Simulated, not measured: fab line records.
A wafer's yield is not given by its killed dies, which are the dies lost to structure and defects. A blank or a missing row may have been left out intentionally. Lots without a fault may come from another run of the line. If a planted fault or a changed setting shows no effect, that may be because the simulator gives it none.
Lot-split experiment :: flow n5_finfet :: 39 wafers read from 7 lots, route of 1938 steps

== ABOUT THE SPLIT ==
At N5_BEOL_M9_TRENCH_ETCH_37 (etches SiCOH lowk in C4F6/O2, target depth 151.43 nm, time 49 s), the setting time_s was moved away from the recipe's 49 s on 15 of the 39 wafers read, by -54.8% to +59.6%. The other wafers ran this setting at the recipe's value.

== FROM THE SPLIT TO THE READING: what the file shows between them, 8 steps ==
- N5_BEOL_M9_ETCH_41: etches SiCN in CH3F/O2, target depth 36.6 nm, time 70.1 s
- N5_BEOL_M9_STRIP_80: strips in N2/H2, time 10 s
- N5_BEOL_M9_OCD_MEAS_38
- N5_BEOL_M9_HM_STRIP_39: strips TiN in peroxide tin strip, target depth 25 nm, time 158 s
- N5_BEOL_M9_SRD_40: time 30 s
- N5_BEOL_M9_ECD_50: material Cu, target thk 318 nm
- N5_BEOL_M9_ANNEAL_51: time 90 s
- N5_BEOL_M9_CMP_52: polishes, stops on SiCOH lowk, t overpolish 7 s, target thk 140 nm

== THE READING ==
M9_THK, in nm, at N5_BEOL_M9_THK_MEAS_53 (measures by xrf). Typical for fault-free wafers on this fab line: 139 nm, with standard deviation 3.7 nm.

wafer: L077.1
tool, chamber at the split: rie_diel-04, 1
time_s as run, s: 26.17
against the recipe: -46.6%
M9_THK, nm: 69
against lot-mates on the recipe: -68

wafer: L077.2
tool, chamber at the split: rie_diel-04, 0
time_s as run, s: 26.17
against the recipe: -46.6%
M9_THK, nm: 68
against lot-mates on the recipe: -69

wafer: L077.3
tool, chamber at the split: rie_diel-04, 3
time_s as run, s: 49
against the recipe: recipe
M9_THK, nm: 141
against lot-mates on the recipe: -

wafer: L077.4
tool, chamber at the split: rie_diel-04, 2
time_s as run, s: 49
against the recipe: recipe
M9_THK, nm: 136
against lot-mates on the recipe: -

wafer: L077.5
tool, chamber at the split: rie_diel-04, 2
time_s as run, s: 49
against the recipe: recipe
M9_THK, nm: 135
against lot-mates on the recipe: -

wafer: L077.6
tool, chamber at the split: rie_diel-04, 1
time_s as run, s: 26.17
against the recipe: -46.6%
M9_THK, nm: 71
against lot-mates on the recipe: -66

wafer: L078.1
tool, chamber at the split: rie_diel-02, 0
time_s as run, s: 49
against the recipe: recipe
M9_THK, nm: 141
against lot-mates on the recipe: -

wafer: L078.2
tool, chamber at the split: rie_diel-02, 2
time_s as run, s: 49
against the recipe: recipe
M9_THK, nm: 137
against lot-mates on the recipe: -

wafer: L078.3
tool, chamber at the split: rie_diel-02, 1
time_s as run, s: 49
against the recipe: recipe
M9_THK, nm: 140
against lot-mates on the recipe: -

wafer: L078.4
tool, chamber at the split: rie_diel-02, 3
time_s as run, s: 49
against the recipe: recipe
M9_THK, nm: 143
against lot-mates on the recipe: -

wafer: L078.5
tool, chamber at the split: rie_diel-02, 1
time_s as run, s: 49
against the recipe: recipe
M9_THK, nm: 142
against lot-mates on the recipe: -

wafer: L078.6
tool, chamber at the split: rie_diel-02, 0
time_s as run, s: 49
against the recipe: recipe
M9_THK, nm: 139
against lot-mates on the recipe: -

wafer: L081.1
tool, chamber at the split: rie_diel-02, 3
time_s as run, s: 49
against the recipe: recipe
M9_THK, nm: 147
against lot-mates on the recipe: -

wafer: L081.2
tool, chamber at the split: rie_diel-02, 2
time_s as run, s: 49
against the recipe: recipe
M9_THK, nm: 139
against lot-mates on the recipe: -

wafer: L081.3
tool, chamber at the split: rie_diel-02, 0
time_s as run, s: 40.52
against the recipe: -17.3%
M9_THK, nm: 115
against lot-mates on the recipe: -29

wafer: L081.4
tool, chamber at the split: rie_diel-02, 1
time_s as run, s: 49
against the recipe: recipe
M9_THK, nm: 146
against lot-mates on the recipe: -

wafer: L081.5
tool, chamber at the split: rie_diel-02, 2
time_s as run, s: 40.52
against the recipe: -17.3%
M9_THK, nm: 113
against lot-mates on the recipe: -31

wafer: L081.6
tool, chamber at the split: rie_diel-02, 3
time_s as run, s: 40.52
against the recipe: -17.3%
M9_THK, nm: 119
against lot-mates on the recipe: -25

wafer: L085.1
tool, chamber at the split: rie_diel-02, 3
time_s as run, s: 49
against the recipe: recipe
M9_THK, nm: 139
against lot-mates on the recipe: -

wafer: L085.2
tool, chamber at the split: rie_diel-02, 1
time_s as run, s: 49
against the recipe: recipe
M9_THK, nm: 139
against lot-mates on the recipe: -

wafer: L085.4
tool, chamber at the split: rie_diel-02, 2
time_s as run, s: 49
against the recipe: recipe
M9_THK, nm: 134
against lot-mates on the recipe: -

wafer: L086.1
tool, chamber at the split: rie_diel-04, 0
time_s as run, s: 35.51
against the recipe: -27.5%
M9_THK, nm: 99
against lot-mates on the recipe: -39

wafer: L086.2
tool, chamber at the split: rie_diel-04, 2
time_s as run, s: 49
against the recipe: recipe
M9_THK, nm: 134
against lot-mates on the recipe: -

wafer: L086.3
tool, chamber at the split: rie_diel-04, 3
time_s as run, s: 49
against the recipe: recipe
M9_THK, nm: 139
against lot-mates on the recipe: -

wafer: L086.4
tool, chamber at the split: rie_diel-04, 1
time_s as run, s: 35.51
against the recipe: -27.5%
M9_THK, nm: 102
against lot-mates on the recipe: -36

wafer: L086.5
tool, chamber at the split: rie_diel-04, 3
time_s as run, s: 35.51
against the recipe: -27.5%
M9_THK, nm: 97
against lot-mates on the recipe: -41

wafer: L086.6
tool, chamber at the split: rie_diel-04, 0
time_s as run, s: 49
against the recipe: recipe
M9_THK, nm: 140
against lot-mates on the recipe: -

wafer: L095.1
tool, chamber at the split: rie_diel-06, 1
time_s as run, s: 22.15
against the recipe: -54.8%
M9_THK, nm: 56
against lot-mates on the recipe: -85

wafer: L095.2
tool, chamber at the split: rie_diel-06, 3
time_s as run, s: 49
against the recipe: recipe
M9_THK, nm: 136
against lot-mates on the recipe: -

wafer: L095.3
tool, chamber at the split: rie_diel-06, 2
time_s as run, s: 22.15
against the recipe: -54.8%
M9_THK, nm: 56
against lot-mates on the recipe: -85

wafer: L095.4
tool, chamber at the split: rie_diel-06, 0
time_s as run, s: 49
against the recipe: recipe
M9_THK, nm: 144
against lot-mates on the recipe: -

wafer: L095.5
tool, chamber at the split: rie_diel-06, 2
time_s as run, s: 49
against the recipe: recipe
M9_THK, nm: 143
against lot-mates on the recipe: -

wafer: L095.6
tool, chamber at the split: rie_diel-06, 3
time_s as run, s: 22.15
against the recipe: -54.8%
M9_THK, nm: 56
against lot-mates on the recipe: -85

wafer: L096.1
tool, chamber at the split: rie_diel-04, 0
time_s as run, s: 78.18
against the recipe: +59.6%
M9_THK, nm: 230
against lot-mates on the recipe: +89

wafer: L096.2
tool, chamber at the split: rie_diel-04, 2
time_s as run, s: 49
against the recipe: recipe
M9_THK, nm: 139
against lot-mates on the recipe: -

wafer: L096.3
tool, chamber at the split: rie_diel-04, 3
time_s as run, s: 49
against the recipe: recipe
M9_THK, nm: 142
against lot-mates on the recipe: -

wafer: L096.4
tool, chamber at the split: rie_diel-04, 1
time_s as run, s: 78.18
against the recipe: +59.6%
M9_THK, nm: 238
against lot-mates on the recipe: +97

wafer: L096.5
tool, chamber at the split: rie_diel-04, 3
time_s as run, s: 49
against the recipe: recipe
M9_THK, nm: 141
against lot-mates on the recipe: -

wafer: L096.6
tool, chamber at the split: rie_diel-04, 2
time_s as run, s: 78.18
against the recipe: +59.6%
M9_THK, nm: 228
against lot-mates on the recipe: +87

THE FIT
A straight line over all 39 wafers: M9_THK changes by +1.53 nm for each +1% of time_s; r = +1.00; the points scatter about the line by 3.2 nm.
The same after taking each lot's own level away (the mean of its wafers on the recipe; 39 wafers): +1.52 nm for each +1%; r = +1.00; scatter 3 nm.
That fit puts the effect of the largest move of time_s on the reading at 90 nm.
The span of the lots' own levels, 137.3 to 144.0 nm, comes to 1.8 times the standard deviation stated above.
Hence the lot-to-lot level has little effect on the slope; both slopes agree.
Check: with one of the wafers moved furthest among these (+59.6%) left out of the fit, the line predicts +90.9 nm for it against its lot-mates. It came out at +89.3 nm against them.

== THE OTHER SPLITS THESE WAFERS WENT THROUGH ==
These wafers also went through other splits before the reading. Each is held against what the fit with the lots' levels taken away leaves over:
other split on the same wafers: N5_BEOL_M0_SAQP_PECVD_04 time_s
wafers away from the commonest value: 9
r with M9_THK (lot level and that fit taken away): +0.06

== THE WHOLE CHAIN: every reading that the file lists as answering this split, in the file's order ==
step: N5_BEOL_M9_TRENCH_ETCH_37
what it does: etches SiCOH lowk in C4F6/O2, target depth 151.43 nm, time 49 s
reading: BEOL_M9.feature_depth_nm (the simulator's own value, which no gauge read)
change (the file's fit): +1.51 nm for each +1% of the setting
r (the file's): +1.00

step: N5_BEOL_M9_TRENCH_ETCH_37
what it does: etches SiCOH lowk in C4F6/O2, target depth 151.43 nm, time 49 s
reading: etch.depth_nm (the simulator's own value, which no gauge read)
change (the file's fit): +1.51 nm for each +1% of the setting
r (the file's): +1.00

step: N5_BEOL_M9_TRENCH_ETCH_37
what it does: etches SiCOH lowk in C4F6/O2, target depth 151.43 nm, time 49 s
reading: TiN_of_BEOL_M9_HM_DEP_02.thk_nm (the simulator's own value, which no gauge read)
change (the file's fit): -0.0427 nm for each +1% of the setting
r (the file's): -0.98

step: N5_BEOL_M9_OCD_MEAS_38
what it does: 
reading: trench_depth_nm
change (the file's fit): +1.51 nm for each +1% of the setting
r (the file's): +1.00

step: N5_BEOL_M9_CMP_52
what it does: polishes, stops on SiCOH lowk, t overpolish 7 s, target thk 140 nm
reading: Cu_of_BEOL_M9_ECD_50.thk_nm (the simulator's own value, which no gauge read)
change (the file's fit): +1.51 nm for each +1% of the setting
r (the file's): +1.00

step: N5_BEOL_M9_THK_MEAS_53
what it does: measures by xrf
reading: M9_THK
change (the file's fit): +1.52 for each +1% of the setting
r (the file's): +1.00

step: N5_BEOL_M9_RS_MEAS_57
what it does: measures by four-point-probe
reading: M9_RS
change (the file's fit): not straight: 0.443 at the lowest setting, 0.152 at the recipe, 0.088 at the highest
r (the file's): not given

== THE FILE'S OWN FIT ==
M9_THK changes by +1.52 nm for each +1% of time_s, r = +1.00.
